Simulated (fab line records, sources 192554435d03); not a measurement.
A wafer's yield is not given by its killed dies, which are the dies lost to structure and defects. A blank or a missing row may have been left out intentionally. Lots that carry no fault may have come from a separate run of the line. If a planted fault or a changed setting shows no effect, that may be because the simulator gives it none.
Matching of chambers	flow n5Finfet	N5_HKMG_FIN_ALD_74 on aldHk-01: 4 sister chambers
The step deposits La2O3, target thk 0.5 nm, pulse time 6 s, co reactant pulse time 1 s. 16 wafers are shown with their chamber, then 8 later ones without.

WAFERS, EACH WITH ITS CHAMBER
wafer	chamber	heaterPowerW (W)	precursorPulseHeightRel
L082.1	3	341	0.999
L082.4	2	322	1.019
L082.5	3	351	0.974
L083.3	1	334	1.027
L083.4	2	326	0.998
L083.5	2	322	1.017
L084.1	2	323	1.000
L084.2	3	350	0.977
L084.6	3	338	1.010
L086.1	3	349	1.052
L086.2	2	319	0.975
L086.5	3	343	1.000
L088.1	0	303	0.950
L088.2	1	329	1.026
L088.6	2	327	1.036
L089.1	2	332	1.018

SIGNATURES, as means of the wafers listed above
reading	chamber 0	chamber 1	chamber 2	chamber 3	scatter within a chamber
heaterPowerW	303.00	331.50	324.43	345.33	4.72
precursorPulseHeightRel	0.95000	1.02650	1.00900	1.00200	0.0229
Rule: distance of a wafer from a chamber = root of the sum over the readings of ((wafer's reading minus chamber's mean) / reading's scatter) squared. The wafer belongs to the nearest chamber; if the next one is less than 2 further off, it can't be placed. The scatter is the square root of a quotient: the sum, over the shown wafers, of each reading's squared deviation from its chamber's mean, divided by wafers minus chambers.

WAFERS WHOSE CHAMBER IS MISSING
wafer	heaterPowerW (W)	precursorPulseHeightRel
L089.2	345	1.019
L089.4	306	1.042
L092.2	301	0.957
L092.4	326	0.968
L092.6	338	0.974
L095.1	301	0.985
L095.4	341	1.003
L095.5	303	0.983

WHICH CHAMBER EACH ONE RAN IN
wafer	from the rows above	in truth
L089.2	3	3
L089.4	can't be placed: 0 or 2 or 1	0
L092.2	0	0
L092.4	can't be placed: 2 or 1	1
L092.6	can't be placed: 3 or 1 or 2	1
L095.1	0	0
L095.4	can't be placed: 3 or 1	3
L095.5	0	0
4 of 8 placed correctly. These rows do not allow placing 4 (true chamber among the candidates in 4). Placed wrongly: 0.
